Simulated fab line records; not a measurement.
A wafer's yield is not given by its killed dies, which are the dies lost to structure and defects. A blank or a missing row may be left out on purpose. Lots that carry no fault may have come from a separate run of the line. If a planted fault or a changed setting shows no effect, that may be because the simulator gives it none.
Matching of chambers + flow n5Finfet + 4 sister chambers for N5_BEOL_M3_DESCUM_16 on rieDiel-03
The step chemistry O2, time 7 s. 4 wafers are shown with their chamber, then 9 later ones without.

WAFERS, EACH WITH ITS CHAMBER
| wafer  | chamber | drypumpMotorCurrentA (A) |
|--------|---------|--------------------------|
| L086.3 | 3       | 5.79                     |
| L086.6 | 0       | 6.26                     |
| L087.2 | 2       | 5.71                     |
| L087.5 | 1       | 5.59                     |

WAFERS WITH NO CHAMBER GIVEN
| wafer  | drypumpMotorCurrentA (A) |
|--------|--------------------------|
| L089.1 | 5.62                     |
| L089.3 | 5.70                     |
| L089.4 | 6.25                     |
| L093.1 | 6.27                     |
| L093.3 | 5.78                     |
| L093.4 | 5.61                     |
| L097.2 | 5.82                     |
| L097.4 | 6.28                     |
| L097.5 | 6.28                     |

CHAMBER TAKEN BY EACH
| wafer  | from the rows above | in truth |
|--------|---------------------|----------|
| L089.1 | 1                   | 1        |
| L089.3 | 2                   | 2        |
| L089.4 | 0                   | 0        |
| L093.1 | 0                   | 0        |
| L093.3 | 3                   | 3        |
| L093.4 | 1                   | 1        |
| L097.2 | 3                   | 3        |
| L097.4 | 0                   | 0        |
| L097.5 | 0                   | 0        |
Correct placement for 9 of the 9. Number that these rows cannot place: 0. Wrongly placed: 0.
How it was worked out, from the rows above alone: a wafer's distance from a chamber is the root of the sum, over the readings, of the square of ((its reading less the chamber's mean) divided by the reading's scatter). If the next closest chamber is less than 2 further off than the closest, the wafer can't be placed; otherwise it belongs to the closest. For every chamber, the mean is computed from those of its wafers that are shown. The scatter: root of mean squared gap, hidden wafer to nearest shown wafer, with one shown wafer a chamber.
